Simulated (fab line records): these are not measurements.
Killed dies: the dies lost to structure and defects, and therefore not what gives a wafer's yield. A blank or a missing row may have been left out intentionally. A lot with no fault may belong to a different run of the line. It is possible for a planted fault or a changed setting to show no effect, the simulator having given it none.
fab line records ; flow n5Finfet
[record] lots = 5; wafers = 15; lastDay = 16
route steps=1938 shown TV_LITHO@1884 TV_OPEN@1887 PAD_METAL@1893 PASSIVATION@1897
lots with no fault: from the same line, run without faults
startH: hours from the record's first day to the start of the lot's first wafer shown ; waitH: hours elapsed since this lot's preceding step ; " same as the row above ; L1.1+2: one row covering several wafers at once ; - value missing, or start not given ; * or withheld: withheld ; < > ~ a bound
route shown NAME@n: names a module that has steps shown in the file, with the first one's number in the route ; usual: the fault-free wafers' mean and standard deviation ; same: alike in all rows ; chamber/n: place in a boat ; sites: each site's reading ; _std_site: the values' standard deviation ; _edge_site: the outer-site mean with the inner-site mean subtracted ; radiusMm: for every site, how far away it sits from the centre of the wafer ; mask NAME#n: copy n ; behind: the tool/chamber that last shaped the wafer ; hold: cause of the lot's hold/its duration in hours/its outcome ; device: whichever transistor did not switch (one of n, p or np) ; end of line: the tests these same wafers got at the end of their route ; a step with no rows: only its recipe ; killed: not the wafer's yield, but the dies lost to structure and defects at the first sort ; map: the dies of a wafer, with x for killed, . for not killed, _ for no die there
set.NAME: setting as actually run; set.NAME@STEP: the setting as run at that earlier step ; model.NAME: the simulator's own value behind a step, which no gauge read
certain route steps with their lots: each step a table, each wafer a row
services: when a tool's chamber went out of use (startH, in hours from the record's first day, below 0 if earlier), for how many hours, and the reason
[[steps]]
[step N5_PASSIVATION_OVL_MEAS_60]
[recipe] pointsPerWafer = 44
[usual] TV_OVL = -3/5.1
[same] pointsPerWafer = 44
lot.wafer;tool;chamber;startH;waitH;TV_OVL[nm]
L318.1;overlay-02;0;271.27;0.0;-3
L318.3;overlay-02;0;271.27;0.0;-3
L318.5;overlay-02;0;271.27;0.0;-4
L321.3;overlay-01;0;283.74;0.0;2
L321.4;overlay-01;0;283.74;0.0;1
L321.5;overlay-01;0;283.74;0.0;4
L325.1;overlay-02;0;305.51;0.0;-1
L325.4;overlay-02;0;305.51;0.0;0
L325.5;overlay-02;0;305.51;0.0;3
L336.2;overlay-01;0;368.32;0.0;-5
L336.3;overlay-01;0;368.32;0.0;6
L336.4;overlay-01;0;368.32;0.0;-5
L338.3;overlay-01;0;383.70;0.0;0
L338.4;overlay-01;0;383.70;0.0;-2
L338.5;overlay-01;0;383.70;0.0;-9
[step N5_PASSIVATION_INSPECT_61]
[recipe] mode = adi; inspectInstrument = macro
[usual] rawDefectCount = 2.0/1.5
lot.wafer;tool;chamber;startH;waitH;rawDefectCount
L318.1;defectInspect-02;-;271.30;0.0;4
L318.3;defectInspect-02;-;271.30;0.0;6
L318.5;defectInspect-02;-;271.30;0.0;1
L321.3;defectInspect-01;-;283.77;0.0;1
L321.4;defectInspect-01;-;283.77;0.0;3
L321.5;defectInspect-01;-;283.77;0.0;0
L325.1;defectInspect-01;-;305.53;0.0;2
L325.4;defectInspect-01;-;305.53;0.0;3
L325.5;defectInspect-01;-;305.53;0.0;2
L336.2;defectInspect-01;-;368.34;0.0;7
L336.3;defectInspect-01;-;368.34;0.0;1
L336.4;defectInspect-01;-;368.34;0.0;0
L338.3;defectInspect-01;-;383.72;0.0;1
L338.4;defectInspect-01;-;383.72;0.0;1
L338.5;defectInspect-01;-;383.72;0.0;4
[step N5_PASSIVATION_DESCUM_12]
[recipe] chemistry = O2; timeS = 7.9; sourcePowerW = 50; biasPowerW = 20; pressureMtorr = 20; rfFrequencyHz = 2.712e+07; tempC = 40; o2FlowSccm = 225
[step N5_PASSIVATION_PASS_ETCH_74]
[recipe] chemistry = CF4/O2; target = SiNx; targetDepthA = 2200; timeS = 110; ionEnergyEv = 100; pressureMtorr = 40; sourceW = 535; biasW = 49; Ar_flow_sccm = 100; cf4FlowSccm = 100; O2_flow_sccm = 10
[usual] drypumpMotorCurrentA = 5.9/0.42; mfcArSccm = 100.0/0.3; oesProductAu = 0.79/0.077; rfVppV = 241.8/2.8; showerheadPlenumPTorr = 2.22/0.083; throttleValvePct = 15.98/0.22
lot.wafer;tool;chamber;startH;waitH;drypumpMotorCurrentA;mfcArSccm;oesProductAu;rfHoursCounterH;rfVppV;showerheadPlenumPTorr;throttleValvePct
L318.1;rieDiel-03;0;272.40;0.0;6.7;99.6;0.85;51;243.2;2.16;15.93
L318.3;rieDiel-03;3;272.40;0.0;5.3;100.3;0.90;22;244.0;2.17;15.98
L318.5;rieDiel-03;2;272.40;0.0;5.3;100.6;0.73;-;239.7;2.11;16.13
L321.3;rieDiel-02;1;283.87;0.0;6.2;100.0;0.72;186;245.5;2.28;15.82
L321.4;rieDiel-02;2;283.87;0.0;6.2;99.9;0.72;220;240.2;2.10;16.41
L321.5;rieDiel-02;3;283.87;0.0;5.6;100.4;0.90;-;242.8;2.34;15.85
L325.1;rieDiel-03;1;305.74;0.0;5.9;100.3;0.70;205;241.5;2.27;16.28
L325.4;rieDiel-03;3;305.74;0.0;5.3;100.3;0.87;31;246.3;2.16;15.98
L325.5;rieDiel-03;0;305.74;0.0;6.6;99.8;0.82;-;245.2;2.15;15.94
L336.2;rieDiel-03;1;368.44;0.0;5.9;100.1;0.70;220;241.4;2.27;16.31
L336.3;rieDiel-03;0;368.44;0.0;6.7;99.5;0.81;77;244.6;2.15;15.98
L336.4;rieDiel-03;2;368.44;0.0;5.3;100.0;0.71;199;239.9;2.10;16.18
L338.3;rieDiel-03;3;383.82;0.0;5.3;100.2;0.85;52;245.1;2.16;16.03
L338.4;rieDiel-03;1;383.82;0.0;5.9;100.1;0.69;225;239.7;2.27;16.32
L338.5;rieDiel-03;0;383.82;0.0;6.7;99.9;0.81;-;242.6;2.15;15.99
[step N5_PASSIVATION_VIA_ETCH_13]
[recipe] chemistry = CHF3/O2; target = SiO2; targetDepthA = 6600; CHF3_flow_sccm = 50; O2_flow_sccm = 5; Ar_flow_sccm = 200; timeS = 330; maskMaterial = PR; pressureMtorr = 30; sourceW = 650; biasW = 170; ionEnergyEv = 200; ends = cleared
[step N5_PASSIVATION_STRIP_14]
[recipe] chemistry = O2; powerW = 600; tempC = 60; pressureMtorr = 30; rfFrequencyHz = 6e+07; biasPowerW = 0; overashFraction = 0.5; o2FlowSccm = 225
[usual] drypumpMotorCurrentA = 5.9/0.42; oesProductAu = 0.79/0.076; rfVppV = 3.8/0.95; showerheadPlenumPTorr = 2.11/0.085; throttleValvePct = 16.65/0.22
lot.wafer;tool;chamber;startH;waitH;drypumpMotorCurrentA;oesProductAu;rfHoursCounterH;rfVppV;showerheadPlenumPTorr;throttleValvePct
L318.1;rieDiel-03;0;272.69;0.1;6.7;0.85;51;3.6;2.04;16.55
L318.3;rieDiel-03;3;272.69;0.1;5.4;0.91;22;4.0;2.05;16.61
L318.5;rieDiel-03;2;272.69;0.1;5.3;0.73;-;4.0;2.01;16.81
L321.3;rieDiel-02;1;284.16;0.1;6.2;0.72;186;3.9;2.17;16.48
L321.4;rieDiel-02;2;284.16;0.1;6.2;0.73;220;3.7;1.98;17.05
L321.5;rieDiel-02;3;284.16;0.1;5.6;0.89;-;4.4;2.23;16.55
L325.1;rieDiel-03;1;306.03;0.1;5.9;0.70;205;5.3;2.17;17.02
L325.4;rieDiel-03;3;306.03;0.1;5.4;0.88;31;2.4;2.05;16.63
L325.5;rieDiel-03;0;306.03;0.1;6.6;0.83;-;3.4;2.04;16.60
L336.2;rieDiel-03;1;368.73;0.1;5.9;0.70;220;3.9;2.16;16.97
L336.3;rieDiel-03;0;368.73;0.1;6.7;0.81;78;3.5;2.03;16.63
L336.4;rieDiel-03;2;368.73;0.1;5.3;0.72;199;2.3;2.00;16.87
L338.3;rieDiel-03;3;384.11;0.1;5.4;0.84;52;5.5;2.04;16.69
L338.4;rieDiel-03;1;384.11;0.1;5.9;0.70;225;3.6;2.16;17.01
L338.5;rieDiel-03;0;384.11;0.1;6.7;0.81;-;4.6;2.03;16.61
[step N5_PASSIVATION_ETCH_15]
[recipe] chemistry = CF4/N2; target = SiCN; targetDepthA = 750; taperDeg = 2; timeS = 81.2; ionEnergyEv = 150; maskMaterial = SiNx; pressureMtorr = 40; sourceW = 430; biasW = 70; Ar_flow_sccm = 100; cf4FlowSccm = 60; n2FlowSccm = 60
[step N5_PASSIVATION_STRIP_73]
[recipe] chemistry = postEtchResidueRemover; timeS = 60; tempC = 25; removerPh = withheld; removerWaterWtPct = withheld; removerFluorideWtPct = withheld
[step N5_PASSIVATION_SRD_17]
[recipe] timeS = 30; tempC = 23; rinseLiquid = diw; dry = n2Spin; spinRpm = 1500; dryTimeS = 30
[step N5_PASSIVATION_DEGAS_18]
[recipe] ambient = vacuum; tempC = 300; timeS = 60
[step N5_PASSIVATION_PRE_CLEAN_19]
[recipe] gas = H2/He; timeS = *; tempC = *
[step N5_PASSIVATION_SPUTTER_20]
[recipe] material = TaN; targetThkA = 500; tempC = 25; chamberPressurePa = 0.4
[step N5_PASSIVATION_AL_DEP_21]
[recipe] material = Al; targetThkA = 28000; tempC = 400; timeS = 170; powerW = 30000; chamberPressurePa = 0.4; gas = Ar
[usual] substrateTempC = 400.01/0.21; throttleValvePct = 29.7/1.4
lot.wafer;tool;chamber;startH;waitH;substrateTempC;throttleValvePct;model.Al_of_PASSIVATION_AL_DEP_21.thkNm
L318.1;pvdSputter-03;-;273.13;0.1;400.18;29.0;2789
L318.3;pvdSputter-03;-;273.13;0.1;400.17;31.0;2813
L318.5;pvdSputter-03;-;273.13;0.1;400.37;30.6;2790
L321.3;pvdSputter-02;-;285.39;0.1;399.87;29.2;2834
L321.4;pvdSputter-02;-;285.39;0.1;400.40;30.7;2828
L321.5;pvdSputter-02;-;285.39;0.1;399.63;30.8;2811
L325.1;pvdSputter-02;-;306.61;0.1;400.11;30.3;2344
L325.4;pvdSputter-02;-;306.61;0.1;399.85;29.4;2840
L325.5;pvdSputter-02;-;306.61;0.1;399.75;29.4;2336
L336.2;pvdSputter-01;-;369.27;0.1;399.96;27.7;2771
L336.3;pvdSputter-01;-;369.27;0.1;399.82;30.6;2758
L336.4;pvdSputter-01;-;369.27;0.1;399.93;26.5;2772
L338.3;pvdSputter-03;-;385.38;0.1;399.85;31.1;2779
L338.4;pvdSputter-03;-;385.38;0.1;400.01;30.7;2777
L338.5;pvdSputter-03;-;385.38;0.1;400.04;31.1;2754
[step N5_PASSIVATION_HMDS_23]
[recipe] timeS = 60; tempC = 120
[step N5_PASSIVATION_COAT_24]
[recipe] spinRpm = 3000; resistThkNm = withheld
[step N5_PASSIVATION_EBR_26]
[recipe] solvent = PGMEA; ebrWidthMm = 1.5
[step N5_PASSIVATION_SOFTBAKE_25]
[recipe] tempC = 100; timeS = 90
[step N5_PASSIVATION_EXPOSE_27]
[recipe] maskId = PAD; na = 0.55; sourceShape = conventional; sigmaOuter = 0.8; polarization = unpolarized; defocusNm = 0; doseMj = 32.3
[step N5_PASSIVATION_PEB_28]
[recipe] pebTempC = withheld; pebTimeS = *
[step N5_PASSIVATION_DEVELOP_29]
[recipe] developTimeS = 60; rinseLiquid = diw; dry = airSpin; devTempC = 21
[step N5_PASSIVATION_HARDBAKE_31]
[recipe] tempC = 130; timeS = 120
[step N5_PASSIVATION_CD_MEAS_30]
[recipe] targetCdNm = 4000; landingEnergyEv = 500; detector = seInlens; polarity = opening
[usual] cdNm = 3999.3/1.4
lot.wafer;tool;chamber;startH;waitH;cdNm
L318.1;cdSem-01;0;273.60;-;4000.0
L318.3;cdSem-01;0;273.60;-;3998.4
L318.5;cdSem-01;0;273.60;-;3998.6
L321.3;cdSem-01;0;285.86;-;4000.3
L321.4;cdSem-01;0;285.86;-;4000.3
L321.5;cdSem-01;0;285.86;-;4000.1
L325.1;cdSem-01;0;307.08;-;3999.7
L325.4;cdSem-01;0;307.08;-;4000.4
L325.5;cdSem-01;0;307.08;-;3999.0
L336.2;cdSem-03;0;369.87;-;3999.2
L336.3;cdSem-03;0;369.87;-;3998.9
L336.4;cdSem-03;0;369.87;-;3999.7
L338.3;cdSem-03;0;385.98;-;3999.4
L338.4;cdSem-03;0;385.98;-;3998.5
L338.5;cdSem-03;0;385.98;-;4000.2
[step N5_PASSIVATION_OVL_MEAS_63]
[recipe] pointsPerWafer = 44
[usual] PAD_OVL = 1/5
[same] pointsPerWafer = 44
lot.wafer;tool;chamber;startH;waitH;PAD_OVL[nm]
L318.1;overlay-02;0;273.63;0.0;-1
L318.3;overlay-02;0;273.63;0.0;-3
L318.5;overlay-02;0;273.63;0.0;4
L321.3;overlay-02;0;285.89;0.0;7
L321.4;overlay-02;0;285.89;0.0;4
L321.5;overlay-02;0;285.89;0.0;5
L325.1;overlay-02;0;307.11;0.0;-2
L325.4;overlay-02;0;307.11;0.0;1
L325.5;overlay-02;0;307.11;0.0;-2
L336.2;overlay-02;0;369.90;0.0;10
L336.3;overlay-02;0;369.90;0.0;4
L336.4;overlay-02;0;369.90;0.0;0
L338.3;overlay-01;0;386.01;0.0;9
L338.4;overlay-01;0;386.01;0.0;7
L338.5;overlay-01;0;386.01;0.0;9
[step N5_PASSIVATION_INSPECT_64]
[recipe] mode = adi; inspectInstrument = macro
[usual] rawDefectCount = 2.0/1.2
lot.wafer;tool;chamber;startH;waitH;rawDefectCount
L318.1;defectInspect-01;-;273.65;0.0;3
L318.3;defectInspect-01;-;273.65;0.0;4
L318.5;defectInspect-01;-;273.65;0.0;1
L321.3;defectInspect-01;-;285.91;0.0;4
L321.4;defectInspect-01;-;285.91;0.0;0
L321.5;defectInspect-01;-;285.91;0.0;2
L325.1;defectInspect-01;-;307.13;0.0;1
L325.4;defectInspect-01;-;307.13;0.0;4
L325.5;defectInspect-01;-;307.13;0.0;1
L336.2;defectInspect-02;-;369.92;0.0;1
L336.3;defectInspect-02;-;369.92;0.0;2
L336.4;defectInspect-02;-;369.92;0.0;2
L338.3;defectInspect-01;-;386.03;0.0;2
L338.4;defectInspect-01;-;386.03;0.0;3
L338.5;defectInspect-01;-;386.03;0.0;3
[step N5_PASSIVATION_DESCUM_32]
[recipe] chemistry = O2; timeS = 7.9; sourcePowerW = 50; biasPowerW = 20; pressureMtorr = 20; rfFrequencyHz = 2.712e+07; tempC = 40; o2FlowSccm = 225
[usual] drypumpMotorCurrentA = 6.0/0.56; oesProductAu = 0.81/0.083; rfVppV = 243.4/1.3; showerheadPlenumPTorr = 2.11/0.064; throttleValvePct = 20.48/0.29
lot.wafer;tool;chamber;startH;waitH;drypumpMotorCurrentA;oesProductAu;rfHoursCounterH;rfVppV;showerheadPlenumPTorr;throttleValvePct
L318.1;rieDiel-01;2;273.69;0.0;6.6;0.68;227;242.9;2.07;20.51
L318.3;rieDiel-01;0;273.69;0.0;5.4;0.84;85;244.9;2.11;20.73
L318.5;rieDiel-01;0;273.69;0.0;5.4;0.84;-;242.8;2.11;20.73
L321.3;rieDiel-01;0;285.98;0.1;5.5;0.84;-;243.8;2.11;20.73
L321.4;rieDiel-01;2;285.98;0.1;6.6;0.68;-;242.3;2.07;20.53
L321.5;rieDiel-01;0;285.98;0.1;5.5;0.84;-;245.0;2.11;20.74
L325.1;rieDiel-01;2;307.34;0.2;6.6;0.68;241;243.1;2.07;20.54
L325.4;rieDiel-01;1;307.34;0.2;6.6;0.81;104;243.2;2.12;20.87
L325.5;rieDiel-01;2;307.34;0.2;6.6;0.68;-;241.9;2.07;20.54
L336.2;rieDiel-05;1;369.95;0.0;6.3;0.86;68;242.1;2.13;20.22
L336.3;rieDiel-05;0;369.95;0.0;5.6;0.77;153;241.9;2.00;20.33
L336.4;rieDiel-05;3;369.95;0.0;5.5;0.73;196;244.5;2.17;20.65
L338.3;rieDiel-05;2;386.49;0.5;6.6;0.71;227;243.4;2.07;20.53
L338.4;rieDiel-05;0;386.49;0.5;5.6;0.76;159;242.2;2.00;20.33
L338.5;rieDiel-05;3;386.49;0.5;5.5;0.71;-;243.9;2.17;20.66
[step N5_PASSIVATION_AL_ETCH_33]
[recipe] chemistry = Cl2/BCl3; targetDepthA = 28000; overEtchFrac = 0.15; Cl2_flow_sccm = 180; bcl3FlowSccm = 60; target = Al; stopOn = TaN; timeS = 466.7; ionEnergyEv = 100; pressureMtorr = 10; icpW = 900; biasW = 100
[usual] drypumpMotorCurrentA = 5.4/0.34; oesProductAu = 0.68/0.058; throttleValvePct = 34.4/0.4
lot.wafer;tool;chamber;startH;waitH;drypumpMotorCurrentA;oesProductAu;rfHoursCounterH;throttleValvePct
L318.1;rieMetal-01;0;273.78;0.1;5.3;0.64;72;34.1
L318.3;rieMetal-01;1;273.78;0.1;6.1;0.71;-;34.8
L318.5;rieMetal-01;0;273.78;0.1;5.3;0.64;-;34.1
L321.3;rieMetal-03;1;286.20;0.2;5.6;0.78;-;34.4
L321.4;rieMetal-03;0;286.20;0.2;4.9;0.59;-;35.0
L321.5;rieMetal-03;1;286.20;0.2;5.6;0.77;-;34.4
L325.1;rieMetal-03;1;307.43;0.1;5.6;0.68;23;34.8
L325.4;rieMetal-03;0;307.43;0.1;4.9;0.58;-;35.0
L325.5;rieMetal-03;0;307.43;0.1;4.9;0.51;-;35.4
L336.2;rieMetal-01;1;370.04;0.1;6.1;0.68;47;34.9
L336.3;rieMetal-01;0;370.04;0.1;5.3;0.62;-;34.1
L336.4;rieMetal-01;1;370.04;0.1;6.1;0.68;-;34.9
L338.3;rieMetal-02;1;386.71;0.2;5.3;0.69;-;34.3
L338.4;rieMetal-02;0;386.71;0.2;5.5;0.65;-;33.7
L338.5;rieMetal-02;1;386.71;0.2;5.3;0.68;-;34.3
[step N5_PASSIVATION_ETCH_59]
[recipe] chemistry = Cl2/BCl3; target = TaN; targetDepthA = 650; timeS = 34.9; ionEnergyEv = 100; pressureMtorr = 10; icpW = 900; biasW = 100; Cl2_flow_sccm = 60; bcl3FlowSccm = 30
[step N5_PASSIVATION_STRIP_34]
[recipe] chemistry = O2; powerW = 600; tempC = 60; pressureMtorr = 30; rfFrequencyHz = 6e+07; biasPowerW = 0; overashFraction = 2; o2FlowSccm = 225
[usual] drypumpMotorCurrentA = 6.0/0.49; oesProductAu = 0.80/0.082; rfVppV = 3.7/1.5; showerheadPlenumPTorr = 2.12/0.063; throttleValvePct = 16.6/0.31
lot.wafer;tool;chamber;startH;waitH;drypumpMotorCurrentA;oesProductAu;rfHoursCounterH;rfVppV;showerheadPlenumPTorr;throttleValvePct
L318.1;rieDiel-05;0;274.68;0.5;5.6;0.81;119;4.8;2.02;16.5
L318.3;rieDiel-05;1;274.68;0.5;6.2;0.92;33;7.1;2.15;16.4
L318.5;rieDiel-05;1;274.68;0.5;6.3;0.89;-;3.4;2.15;16.4
L321.3;rieDiel-04;0;286.58;0.1;6.6;0.95;12;2.7;2.24;16.1
L321.4;rieDiel-04;2;286.58;0.1;5.7;0.85;-;3.6;2.14;16.2
L321.5;rieDiel-04;1;286.58;0.1;5.7;0.75;-;5.5;2.08;17.0
L325.1;rieDiel-04;1;307.95;0.1;5.7;0.73;182;4.0;2.08;17.0
L325.4;rieDiel-04;0;307.95;0.1;6.6;0.92;21;4.0;2.23;16.1
L325.5;rieDiel-04;2;307.95;0.1;5.7;0.87;-;2.6;2.13;16.2
L336.2;rieDiel-05;2;370.58;0.1;6.6;0.69;221;1.8;2.07;16.8
L336.3;rieDiel-05;0;370.58;0.1;5.6;0.76;153;2.3;2.00;16.6
L336.4;rieDiel-05;1;370.58;0.1;6.2;0.84;68;3.8;2.13;16.5
L338.3;rieDiel-01;1;387.11;0.1;6.6;0.78;132;4.0;2.11;17.1
L338.4;rieDiel-01;0;387.11;0.1;5.5;0.79;128;4.6;2.10;17.0
L338.5;rieDiel-01;0;387.11;0.1;5.5;0.79;-;3.2;2.10;17.0
[step N5_PASSIVATION_STRIP_51]
[recipe] chemistry = postEtchResidueRemover; timeS = 1200; tempC = 72.5
[step N5_PASSIVATION_CLEAN_69]
[recipe] chemistry = IPA; timeS = 180; tempC = 25
[step N5_PASSIVATION_SRD_70]
[recipe] dry = ipaMarangoni; timeS = 30; tempC = 23; rinseLiquid = diw
[step N5_PASSIVATION_PECVD_53]
[recipe] material = SiO2; targetThkA = 8000; tempC = 400; precursor = TEOS/O2; pressureTorr = 6.5; rfW = withheld; teosFlowSccm = withheld; gas = O2; flowSccm = 2650; timeS = 169.4
[step N5_PASSIVATION_PECVD_35]
[recipe] material = SiNx; targetThkA = 7000; tempC = 400; precursor = SiH4/NH3/N2; pressureTorr = 4.9; rfW = 1406; timeS = 151.3
[step N5_PASSIVATION_HMDS_37]
[recipe] timeS = 60; tempC = 120
[step N5_PASSIVATION_COAT_38]
[recipe] spinRpm = 3000; resistThkNm = withheld
[step N5_PASSIVATION_EBR_40]
[recipe] solvent = PGMEA; ebrWidthMm = 1.5
[step N5_PASSIVATION_SOFTBAKE_39]
[recipe] tempC = 110; timeS = 120
[step N5_PASSIVATION_EXPOSE_41]
[recipe] maskId = PASS_OPEN; na = 0.55; defocusNm = 0; sourceShape = conventional; sigmaOuter = 0.8; polarization = unpolarized; targetCdNm = 40000; doseMj = 57.25
[step N5_PASSIVATION_PEB_42]
[recipe] pebTempC = withheld; pebTimeS = *
[step N5_PASSIVATION_DEVELOP_43]
[recipe] developTimeS = 60; rinseLiquid = diw; dry = airSpin; devTempC = 21
[step N5_PASSIVATION_HARDBAKE_45]
[recipe] tempC = 130; timeS = 120
[step N5_PASSIVATION_CD_MEAS_44]
[recipe] targetCdNm = 40000; landingEnergyEv = 500; detector = seInlens
[usual] cdNm = 40000/2.7
lot.wafer;tool;chamber;startH;waitH;cdNm
L318.1;cdSem-03;0;275.85;-;39998
L318.3;cdSem-03;0;275.85;-;39998
L318.5;cdSem-03;0;275.85;-;39999
L321.3;cdSem-03;0;287.63;-;40001
L321.4;cdSem-03;0;287.63;-;40004
L321.5;cdSem-03;0;287.63;-;40000
L325.1;cdSem-03;0;309.12;-;40003
L325.4;cdSem-03;0;309.12;-;40000
L325.5;cdSem-03;0;309.12;-;40001
L336.2;cdSem-03;0;372.13;-;40000
L336.3;cdSem-03;0;372.13;-;40003
L336.4;cdSem-03;0;372.13;-;40002
L338.3;cdSem-03;0;388.16;-;39996
L338.4;cdSem-03;0;388.16;-;39996
L338.5;cdSem-03;0;388.16;-;39998
[step N5_PASSIVATION_STRIP_52]
[recipe] chemistry = postEtchResidueRemover; timeS = 1200; tempC = 72.5
lot.wafer;tool;chamber;startH;waitH;model.Al_of_PASSIVATION_AL_DEP_21.thkNm
L318.1;wetBench-06;2;276.66;-;2774
L318.3;wetBench-06;5;276.66;-;2798
L318.5;wetBench-06;3;276.66;-;2775
L321.3;wetBench-06;5;288.34;-;2818
L321.4;wetBench-06;6;288.34;-;2812
L321.5;wetBench-06;0;288.34;-;2796
L325.1;wetBench-06;5;309.91;-;2329
L325.4;wetBench-06;7;309.91;-;2824
L325.5;wetBench-06;2;309.91;-;2320
L336.2;wetBench-01;0;373.10;-;2755
L336.3;wetBench-01;5;373.10;-;2743
L336.4;wetBench-01;1;373.10;-;2757
L338.3;wetBench-01;1;388.86;-;2764
L338.4;wetBench-01;4;388.86;-;2762
L338.5;wetBench-01;5;388.86;-;2739
[[services]]
tool;chamber;startH;hours;kind
rieMetal-02;0;253.58;26.6;repair
rieMetal-03;-;253.80;1.7;repair
rieDiel-04;1;265.61;2.8;repair
rieDiel-04;1;270.86;4.3;repair
rieDiel-01;3;279.36;-;clean
rieDiel-01;3;279.36;-;consumableReplace:focusRing
rieDiel-01;3;279.36;-;consumableReplace:showerhead
rieDiel-01;3;279.36;15.2;scheduledDown
rieDiel-01;3;279.36;15.2;ventCycle
rieDiel-04;3;283.85;4.2;repair
rieDiel-01;1;284.52;2.1;repair
rieDiel-04;2;298.45;3.9;repair
rieMetal-02;0;298.84;63.1;repair
rieDiel-01;3;303.05;3.8;repair
wetBench-01;-;309.46;2.6;repair
wetBench-01;-;321.04;2.7;repair
rieDiel-03;-;323.93;14.6;pm
rieMetal-02;1;331.14;4.0;repair
rieDiel-01;2;331.60;-;clean
rieDiel-01;2;331.60;-;consumableReplace:focusRing
pvdSputter-03;-;335.59;1.7;repair
rieDiel-02;-;343.94;2.8;pm
rieDiel-02;0;369.71;4.9;repair
rieDiel-02;-;375.07;4.3;pm
[[key]]
firstSign none at tools or gauges
[modelEffect] step = N5_PASSIVATION_AL_DEP_21; value = Al_of_PASSIVATION_AL_DEP_21.thkNm; without = 2828; struck = 2340
[modelEffect] step = N5_PASSIVATION_STRIP_52; value = Al_of_PASSIVATION_AL_DEP_21.thkNm; without = 2812; struck = 2324
metAt N5_PASSIVATION_AL_DEP_21
struckWafers L325.1,L325.5
onsetBetween 285.39 306.61
[fault] kind = processParameterDrift; tool = pvdSputter-02; chamber = -; onsetH = 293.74; steps = N5_PASSIVATION_AL_DEP_21; channel = timeS; offset = *; shape = step; endH = 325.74; scope = struckWafersOnly; actsIn = *; stated = *
